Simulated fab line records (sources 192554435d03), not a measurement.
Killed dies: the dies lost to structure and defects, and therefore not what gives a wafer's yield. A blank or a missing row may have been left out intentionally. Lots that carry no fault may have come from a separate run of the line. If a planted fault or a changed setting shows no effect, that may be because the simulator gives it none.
One fault through the eyes of 2 desks    flow n5_finfet    what lay behind the numbers comes last; until then each desk has only its own

== THE METROLOGY DESK ==
Lot by lot, what the gauges showed, no matter which tool ran the lot: averages of those sampled wafers that carry a number. A lot is out of limits, marked OUT, if its mean lies more than 4 standard deviations from the usual mean; the brackets give that distance. Only the readings that lie furthest out on some lot appear, 7 of the 11 it has.
Columns: A = DIBL_P at N5_BEOL_M4_RC_MEAS_101, usual 36.2 mV/V; B = IOFF_N at N5_BEOL_M4_RC_MEAS_101, usual 0.16 nA/um; C = IOFF_P at N5_BEOL_M4_RC_MEAS_101, usual 0.21 nA/um; D = ION_N at N5_BEOL_M4_RC_MEAS_101, usual 673 uA/um; E = SS_N at N5_BEOL_M4_RC_MEAS_101, usual 71.6 mV/dec; F = VT_N at N5_BEOL_M4_RC_MEAS_101, usual 251 mV; G = VT_P at N5_BEOL_M4_RC_MEAS_101, usual -251 mV
lot   first seen here  A     B     C     D    E     F    G
L165  day 6 13:57      36.8  0.15  0.22  675  71.2  252  -253
L167  day 7 05:53      35.1  0.15  0.18  667  72.0  251  -253
L168  day 7 14:02      38.1  0.18  0.26  672  72.0  251  -246
L169  day 7 19:22      34.1  0.13  0.20  667  70.6  253  -249
L171  day 8 09:17      34.8  0.13  0.17  662  71.3  254  -254
L180  day 10 02:39     36.4  0.16  0.24  682  71.4  248  -244
L181  day 10 13:11     34.5  0.15  0.20  665  71.4  253  -252
L182  day 10 18:11     37.2  0.17  0.22  677  72.0  250  -252
L184  day 11 07:29     36.0  0.14  0.16  671  71.3  252  -259
L185  day 11 17:10     36.3  0.16  0.20  678  71.4  250  -254
L186  day 12 02:57     35.4  0.13  0.17  663  71.1  253  -254
L187  day 12 09:42     40.4  0.22  0.27  697  72.5  245  -248
Finding of this desk: none of the 12 lots has anything out of limits.

== DESK OF THE TOOL OWNER: rie_diel-06 ==
The tool's own readings at N5_BEOL_M2_ETCH_63 (etches SiARC in CF4, target depth 15.6 nm, time 26 s): means of the sampled wafers that have a number, for each lot that ran on this tool. A lot is out of limits, marked OUT, if its mean lies more than 4 standard deviations from the usual mean; the brackets give that distance. Only the readings that lie furthest out on some lot appear, 7 of the 8 it has.
Columns: A = bias_w at N5_BEOL_M2_ETCH_63, usual 36.00 W; B = cf4_flow_sccm at N5_BEOL_M2_ETCH_63, usual 100.04 sccm; C = drypump_motor_current_A at N5_BEOL_M2_ETCH_63, usual 5.7 A; D = etch_rf_on_time_s at N5_BEOL_M2_ETCH_63, usual 25.9 s; E = oes_product_au at N5_BEOL_M2_ETCH_63, usual 0.66 a.u.; F = showerhead_plenum_p_Torr at N5_BEOL_M2_ETCH_63, usual 2.14 Torr; G = throttle_valve_pct at N5_BEOL_M2_ETCH_63, usual 15.79 %
lot   first seen here  A      B       C    D     E     F     G
L165  day 6 13:34      36.14  99.72   5.9  26.2  0.59  2.13  16.05
L167  day 7 05:31      35.96  100.01  5.7  26.0  0.60  2.11  15.94
L186  day 12 02:34     35.97  100.01  5.7  25.3  0.74  2.09  15.66
Finding of this desk: none of the 3 lots has anything out of limits.

== PUT TOGETHER ==
From the metrology desk's view, nothing was out of limits.
The tool owner's desk saw nothing out of limits.

== WHAT HAD BEEN PUT IN BY THE SIMULATOR ==
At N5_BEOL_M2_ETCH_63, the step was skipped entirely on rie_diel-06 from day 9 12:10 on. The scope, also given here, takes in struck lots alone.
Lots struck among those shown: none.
